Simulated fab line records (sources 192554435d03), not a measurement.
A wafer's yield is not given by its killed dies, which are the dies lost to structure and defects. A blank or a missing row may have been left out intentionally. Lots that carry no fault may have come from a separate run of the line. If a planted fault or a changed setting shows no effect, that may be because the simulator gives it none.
The tool behind it: which one? | flow n5 finfet | 24 lots, 72 wafers sampled, at 6 steps of a route of 1938

WHAT EACH GAUGE READ, for each wafer
The record lacks any reading of a measuring or inspecting step that a usual standard deviation could be used to judge.

EACH LOT AND THE TOOL THAT RAN IT (in order: tool; ch and the chambers of the sampled wafers; start)
lot  | N5_BEOL_M3_STRIP_19                | N5_BEOL_M3_STRIP_36                | N5_BEOL_M3_PRE_CLEAN_45      | N5_BEOL_M3_SPUTTER_48        | N5_BEOL_M3_ANNEAL_49         | N5_BEOL_M3_PRE_CLEAN_60
L076 | rie diel-04 ch 1,3, day 8 07:40    | rie diel-05 ch 1,3, day 8 21:45    | pvd sputter-02, day 8 22:23  | pvd sputter-01, day 8 22:56  | pvd sputter-01, day 8 23:01  | cvd co-01 ch 1,2, day 9 01:37
L078 | rie diel-04 ch 1,3, day 8 07:50    | rie diel-01 ch 0,2, day 9 00:23    | pvd sputter-01, day 9 00:55  | pvd sputter-02, day 9 01:42  | pvd sputter-02, day 9 01:47  | cvd co-02 ch 0,1,2, day 9 04:25
L074 | rie diel-05 ch 0,1,2, day 8 08:47  | rie diel-04 ch 0,1,2, day 9 00:31  | pvd sputter-01, day 9 01:23  | pvd sputter-03, day 9 03:23  | pvd sputter-03, day 9 03:28  | cvd co-01 ch 0,1, day 9 05:58
L077 | rie diel-01 ch 0,3, day 8 10:40    | rie diel-04 ch 0,1,2, day 9 04:40  | pvd sputter-02, day 9 05:17  | pvd sputter-02, day 9 06:05  | pvd sputter-02, day 9 06:10  | cvd co-01 ch 0,1, day 9 08:58
L075 | rie diel-01 ch 1,2,3, day 8 13:39  | rie diel-01 ch 1,2,3, day 9 09:59  | pvd sputter-03, day 9 11:17  | pvd sputter-03, day 9 11:54  | pvd sputter-03, day 9 11:59  | cvd co-01 ch 0,1,2, day 9 14:29
L079 | rie diel-05 ch 1,2,3, day 8 19:59  | rie diel-05 ch 1,2,3, day 9 15:58  | pvd sputter-01, day 9 16:46  | pvd sputter-01, day 9 17:18  | pvd sputter-01, day 9 17:23  | cvd co-01 ch 0,1,2, day 9 19:53
L080 | rie diel-04 ch 1,2, day 8 22:50    | rie diel-01 ch 1,2, day 9 13:11    | pvd sputter-02, day 9 13:54  | pvd sputter-01, day 9 14:53  | pvd sputter-01, day 9 14:58  | cvd co-02 ch 0,2, day 9 17:29
L081 | rie diel-05 ch 0,2, day 9 06:13    | rie diel-01 ch 1,2, day 9 23:29    | pvd sputter-03, day 9 23:54  | pvd sputter-01, day 10 02:01 | pvd sputter-01, day 10 02:05 | cvd co-02 ch 0,2, day 10 04:35
L082 | rie diel-01 ch 1,2,3, day 9 13:59  | rie diel-04 ch 1,2,3, day 10 04:11 | pvd sputter-01, day 10 04:38 | pvd sputter-02, day 10 05:19 | pvd sputter-02, day 10 05:23 | cvd co-02 ch 0,2, day 10 07:56
L083 | rie diel-01 ch 1,2, day 9 15:10    | rie diel-05 ch 0,2,3, day 10 04:13 | pvd sputter-02, day 10 04:57 | pvd sputter-03, day 10 05:53 | pvd sputter-03, day 10 05:58 | cvd co-02 ch 0,2, day 10 08:28
L086 | rie diel-05 ch 1,2,3, day 11 05:48 | rie diel-04 ch 0,2, day 11 15:45   | pvd sputter-03, day 11 18:16 | pvd sputter-03, day 11 18:53 | pvd sputter-03, day 11 18:58 | cvd co-02 ch 0,1,2, day 11 21:28
L084 | rie diel-01 ch 0,3, day 11 12:17   | rie diel-01 ch 0,1,3, day 12 02:28 | pvd sputter-02, day 12 03:21 | pvd sputter-02, day 12 03:59 | pvd sputter-02, day 12 04:04 | cvd co-01 ch 0, day 12 07:02
L085 | rie diel-05 ch 1,2, day 11 15:35   | rie diel-01 ch 1,3, day 12 05:37   | pvd sputter-01, day 12 06:11 | pvd sputter-02, day 12 07:11 | pvd sputter-02, day 12 07:16 | cvd co-01 ch 1,2, day 12 09:51
L087 | rie diel-04 ch 0,1, day 11 16:57   | rie diel-01 ch 0,1, day 12 09:05   | pvd sputter-01, day 12 10:16 | pvd sputter-02, day 12 11:01 | pvd sputter-02, day 12 11:06 | cvd co-01 ch 0,1, day 12 13:43
L088 | rie diel-04 ch 0,2, day 11 21:03   | rie diel-05 ch 1,2,3, day 12 10:49 | pvd sputter-03, day 12 11:49 | pvd sputter-02, day 12 12:52 | pvd sputter-02, day 12 12:56 | cvd co-02 ch 0,1,2, day 12 15:34
L089 | rie diel-04 ch 0,1,2, day 11 22:53 | rie diel-04 ch 1,2,3, day 12 13:47 | pvd sputter-03, day 12 14:41 | pvd sputter-01, day 12 15:19 | pvd sputter-01, day 12 15:24 | cvd co-02 ch 1,2, day 12 17:55
L090 | rie diel-04 ch 0,1,2, day 12 00:05 | rie diel-04 ch 1,2,3, day 12 19:25 | pvd sputter-01, day 12 20:06 | pvd sputter-01, day 12 22:13 | pvd sputter-01, day 12 22:18 | cvd co-02 ch 0,1,2, day 13 00:48
L091 | rie diel-04 ch 0,2, day 12 05:21   | rie diel-04 ch 1,2, day 12 14:11   | pvd sputter-01, day 12 14:52 | pvd sputter-01, day 12 17:10 | pvd sputter-01, day 12 17:14 | cvd co-01 ch 0,1,2, day 12 19:45
L093 | rie diel-04 ch 1,2, day 12 11:49   | rie diel-05 ch 0,1,3, day 12 22:34 | pvd sputter-02, day 12 23:14 | pvd sputter-03, day 13 01:07 | pvd sputter-03, day 13 01:11 | cvd co-02 ch 0,1, day 13 03:42
L092 | rie diel-05 ch 0,3, day 12 14:54   | rie diel-01 ch 0,1, day 13 01:59   | pvd sputter-01, day 13 03:00 | pvd sputter-03, day 13 03:32 | pvd sputter-03, day 13 03:37 | cvd co-02 ch 0,2, day 13 06:17
L094 | rie diel-05 ch 1,3, day 12 20:04   | rie diel-01 ch 0,1,2, day 13 03:33 | pvd sputter-01, day 13 04:14 | pvd sputter-02, day 13 05:16 | pvd sputter-02, day 13 05:20 | cvd co-01 ch 1,2, day 13 07:51
L095 | rie diel-05 ch 0,2,3, day 13 00:19 | rie diel-01 ch 1,2,3, day 13 16:01 | pvd sputter-03, day 13 16:38 | pvd sputter-02, day 13 17:22 | pvd sputter-02, day 13 17:27 | cvd co-02 ch 0,1,2, day 13 19:57
L096 | rie diel-05 ch 0,1,2, day 13 03:05 | rie diel-05 ch 0,1,2, day 13 19:45 | pvd sputter-03, day 13 20:30 | pvd sputter-02, day 13 22:45 | pvd sputter-02, day 13 22:50 | cvd co-02 ch 1,2, day 14 01:20
L097 | rie diel-01 ch 0,1,2, day 13 18:08 | rie diel-05 ch 0,2,3, day 15 03:29 | pvd sputter-02, day 15 04:30 | pvd sputter-01, day 15 05:38 | pvd sputter-01, day 15 05:43 | cvd co-01 ch 0,2, day 15 08:14
- N5_BEOL_M3_STRIP_19: strips in O2.
- N5_BEOL_M3_STRIP_36: strips in N2/H2.
- N5_BEOL_M3_PRE_CLEAN_45: time 30 s.
- N5_BEOL_M3_SPUTTER_48: material Cu, target thk 4.5 nm, time 8.29 s.
- N5_BEOL_M3_ANNEAL_49: time 240 s.
- N5_BEOL_M3_PRE_CLEAN_60: time 15 s.

AS READ BY THE TOOLS THEMSELVES (means over the sampled wafers that have a number; for cases with no such wafer, the mark the record gives instead)
N5_BEOL_M3_STRIP_19.
lot  | tool        | drypump motor current A (A) | oes product au (a.u.) | rf vpp V (V) | showerhead plenum p Torr (Torr) | temp c (C) | throttle valve pct (%)
L076 | rie diel-04 | 5.8                         | 0.75                  | 4.0          | 2.08                            | 39.93      | 16.97
L078 | rie diel-04 | 5.8                         | 0.76                  | 3.5          | 2.08                            | 40.04      | 16.97
L074 | rie diel-05 | 5.4                         | 0.80                  | 3.4          | 2.15                            | 40.02      | 16.87
L077 | rie diel-01 | 6.2                         | 0.84                  | 3.5          | 2.07                            | 39.89      | 16.67
L075 | rie diel-01 | 5.9                         | 0.82                  | 3.2          | 2.12                            | 39.88      | 16.59
L079 | rie diel-05 | 5.5                         | 0.84                  | 3.3          | 2.10                            | 40.05      | 16.72
L080 | rie diel-04 | 5.6                         | 0.81                  | 4.1          | 2.02                            | 39.96      | 16.54
L081 | rie diel-05 | 5.0                         | 0.73                  | 3.6          | 2.13                            | 39.93      | 16.90
L082 | rie diel-01 | 5.8                         | 0.82                  | 3.7          | 2.12                            | 39.98      | 16.60
L083 | rie diel-01 | 5.5                         | 0.79                  | 3.1          | 2.16                            | 40.06      | 16.62
L086 | rie diel-05 | 5.5                         | 0.81                  | 3.5          | 2.09                            | 40.04      | 16.75
L084 | rie diel-01 | 6.2                         | 0.91                  | 3.8          | 2.09                            | 39.95      | 16.59
L085 | rie diel-05 | 5.7                         | 0.82                  | 4.0          | 2.16                            | 39.94      | 16.90
L087 | rie diel-04 | 5.7                         | 0.79                  | 3.3          | 2.04                            | 39.92      | 16.82
L088 | rie diel-04 | 5.7                         | 0.71                  | 3.5          | 2.03                            | 40.00      | 16.78
L089 | rie diel-04 | 5.7                         | 0.76                  | 3.8          | 2.03                            | 40.12      | 16.73
L090 | rie diel-04 | 5.7                         | 0.75                  | 3.4          | 2.03                            | 39.98      | 16.73
L091 | rie diel-04 | 5.7                         | 0.70                  | 3.4          | 2.03                            | 40.09      | 16.79
L093 | rie diel-04 | 5.6                         | 0.80                  | 3.5          | 2.02                            | 40.08      | 16.67
L092 | rie diel-05 | 4.9                         | 0.79                  | 3.1          | 2.07                            | 39.98      | 16.64
L094 | rie diel-05 | 5.3                         | 0.84                  | 3.2          | 2.09                            | 40.03      | 16.62
L095 | rie diel-05 | 5.1                         | 0.75                  | 3.4          | 2.07                            | 39.99      | 16.79
L096 | rie diel-05 | 5.4                         | 0.75                  | 3.8          | 2.14                            | 39.92      | 16.94
L097 | rie diel-01 | 5.8                         | 0.80                  | 3.7          | 2.15                            | 39.97      | 16.70

N5_BEOL_M3_STRIP_36.
lot  | tool        | drypump motor current A (A) | n2 flow sccm (sccm) | oes product au (a.u.) | rf vpp V (V) | showerhead plenum p Torr (Torr) | temp c (C) | throttle valve pct (%)
L076 | rie diel-05 | 5.3                         | 200.1               | 0.87                  | 59.4         | 2.54                            | 39.96      | 23.81
L078 | rie diel-01 | 5.8                         | 200.3               | 0.75                  | 59.6         | 2.61                            | 39.91      | 23.97
L074 | rie diel-04 | 5.7                         | 200.8               | 0.78                  | 58.4         | 2.47                            | 40.09      | 23.70
L077 | rie diel-04 | 5.7                         | 200.0               | 0.77                  | 58.4         | 2.47                            | 40.08      | 23.70
L075 | rie diel-01 | 5.9                         | 199.6               | 0.81                  | 59.7         | 2.56                            | 39.95      | 23.53
L079 | rie diel-05 | 5.5                         | 199.4               | 0.83                  | 57.3         | 2.53                            | 40.02      | 23.74
L080 | rie diel-01 | 5.4                         | 199.8               | 0.80                  | 58.6         | 2.60                            | 39.98      | 23.57
L081 | rie diel-01 | 5.5                         | 200.0               | 0.79                  | 58.8         | 2.60                            | 40.04      | 23.58
L082 | rie diel-04 | 5.7                         | 200.1               | 0.77                  | 60.1         | 2.47                            | 40.00      | 23.65
L083 | rie diel-05 | 5.1                         | 199.6               | 0.77                  | 58.4         | 2.51                            | 40.00      | 23.64
L086 | rie diel-04 | 5.7                         | 198.9               | 0.70                  | 59.2         | 2.48                            | 40.01      | 23.78
L084 | rie diel-01 | 6.2                         | 200.0               | 0.83                  | 59.1         | 2.56                            | 39.97      | 23.69
L085 | rie diel-01 | 6.3                         | 199.6               | 0.76                  | 57.6         | 2.56                            | 40.01      | 23.60
L087 | rie diel-01 | 6.1                         | 199.8               | 0.77                  | 61.0         | 2.61                            | 40.07      | 23.81
L088 | rie diel-05 | 5.5                         | 200.7               | 0.81                  | 59.1         | 2.52                            | 40.06      | 23.75
L089 | rie diel-04 | 5.7                         | 199.8               | 0.76                  | 57.6         | 2.46                            | 39.92      | 23.70
L090 | rie diel-04 | 5.7                         | 199.8               | 0.74                  | 58.7         | 2.46                            | 40.08      | 23.68
L091 | rie diel-04 | 5.6                         | 200.0               | 0.77                  | 58.7         | 2.43                            | 39.90      | 23.43
L093 | rie diel-05 | 5.2                         | 199.4               | 0.78                  | 60.1         | 2.59                            | 40.13      | 23.91
L092 | rie diel-01 | 6.1                         | 200.0               | 0.77                  | 59.7         | 2.60                            | 40.16      | 23.79
L094 | rie diel-01 | 5.8                         | 200.4               | 0.80                  | 60.0         | 2.60                            | 40.04      | 23.74
L095 | rie diel-01 | 5.9                         | 199.7               | 0.78                  | 59.2         | 2.55                            | 39.97      | 23.54
L096 | rie diel-05 | 5.4                         | 199.9               | 0.75                  | 58.8         | 2.57                            | 40.08      | 23.83
L097 | rie diel-05 | 5.1                         | 200.3               | 0.74                  | 58.9         | 2.49                            | 39.97      | 23.69

N5_BEOL_M3_PRE_CLEAN_45.
lot  | tool           | heater power w (W)
L076 | pvd sputter-02 | 383
L078 | pvd sputter-01 | 304
L074 | pvd sputter-01 | 309
L077 | pvd sputter-02 | 366
L075 | pvd sputter-03 | 297
L079 | pvd sputter-01 | 351
L080 | pvd sputter-02 | 313
L081 | pvd sputter-03 | 305
L082 | pvd sputter-01 | 310
L083 | pvd sputter-02 | 373
L086 | pvd sputter-03 | 313
L084 | pvd sputter-02 | 342
L085 | pvd sputter-01 | 329
L087 | pvd sputter-01 | 315
L088 | pvd sputter-03 | 336
L089 | pvd sputter-03 | 346
L090 | pvd sputter-01 | 342
L091 | pvd sputter-01 | 315
L093 | pvd sputter-02 | 404
L092 | pvd sputter-01 | 334
L094 | pvd sputter-01 | 333
L095 | pvd sputter-03 | 339
L096 | pvd sputter-03 | 314
L097 | pvd sputter-02 | 327

N5_BEOL_M3_SPUTTER_48.
lot  | tool           | throttle valve pct (%)
L076 | pvd sputter-01 | 29.5
L078 | pvd sputter-02 | 29.2
L074 | pvd sputter-03 | 30.0
L077 | pvd sputter-02 | 29.2
L075 | pvd sputter-03 | 30.8
L079 | pvd sputter-01 | 29.5
L080 | pvd sputter-01 | 30.1
L081 | pvd sputter-01 | 29.0
L082 | pvd sputter-02 | 29.4
L083 | pvd sputter-03 | 30.1
L086 | pvd sputter-03 | 29.7
L084 | pvd sputter-02 | 29.0
L085 | pvd sputter-02 | 29.5
L087 | pvd sputter-02 | 29.2
L088 | pvd sputter-02 | 29.6
L089 | pvd sputter-01 | 30.1
L090 | pvd sputter-01 | 30.0
L091 | pvd sputter-01 | 29.0
L093 | pvd sputter-03 | 29.9
L092 | pvd sputter-03 | 29.6
L094 | pvd sputter-02 | 29.4
L095 | pvd sputter-02 | 29.1
L096 | pvd sputter-02 | 29.3
L097 | pvd sputter-01 | 29.0

N5_BEOL_M3_ANNEAL_49.
lot  | tool           | heater power w (W)
L076 | pvd sputter-01 | 793
L078 | pvd sputter-02 | 819
L074 | pvd sputter-03 | 854
L077 | pvd sputter-02 | 930
L075 | pvd sputter-03 | 774
L079 | pvd sputter-01 | 832
L080 | pvd sputter-01 | 803
L081 | pvd sputter-01 | 768
L082 | pvd sputter-02 | 983
L083 | pvd sputter-03 | 905
L086 | pvd sputter-03 | 883
L084 | pvd sputter-02 | 890
L085 | pvd sputter-02 | 793
L087 | pvd sputter-02 | 818
L088 | pvd sputter-02 | 900
L089 | pvd sputter-01 | 803
L090 | pvd sputter-01 | 820
L091 | pvd sputter-01 | 796
L093 | pvd sputter-03 | 919
L092 | pvd sputter-03 | 919
L094 | pvd sputter-02 | 876
L095 | pvd sputter-02 | 813
L096 | pvd sputter-02 | 932
L097 | pvd sputter-01 | 771

N5_BEOL_M3_PRE_CLEAN_60.
lot  | tool      | heater power w (W)
L076 | cvd co-01 | 105
L078 | cvd co-02 | 103
L074 | cvd co-01 | 104
L077 | cvd co-01 | 104
L075 | cvd co-01 | 105
L079 | cvd co-01 | 103
L080 | cvd co-02 | 104
L081 | cvd co-02 | 103
L082 | cvd co-02 | 103
L083 | cvd co-02 | 103
L086 | cvd co-02 | 105
L084 | cvd co-01 | 99
L085 | cvd co-01 | 106
L087 | cvd co-01 | 106
L088 | cvd co-02 | 104
L089 | cvd co-02 | 95
L090 | cvd co-02 | 105
L091 | cvd co-01 | 104
L093 | cvd co-02 | 113
L092 | cvd co-02 | 113
L094 | cvd co-01 | 106
L095 | cvd co-02 | 105
L096 | cvd co-02 | 95
L097 | cvd co-01 | 100

THE ANSWER, worked out from the rows above alone
Rule: what is usual is taken from the lots themselves. Put in order of their means at a reading, lots are off if they are a third of the lots or fewer, leave a main group of 4 or more, and stand apart from it by a gap of 3 or more times the standard deviation of the main group's means; of several such gaps the widest counts. A main group is skipped when, at the precision printed for the reading in the tables above, its means are all equal. A lot without any number at a reading at which 4 lots or more have one is off too. The other lots that the step has rows for count as sound. After the gauges, taken in route order, come the tools' own readings; for these a lot's mean is taken, as printed above. At the first step where some lot is off, the reading lying furthest off is the one used; lots without a number count as furthest.
None of the lots is off at any reading shown; this tells nothing.

WHAT THE SIMULATOR PUT IN
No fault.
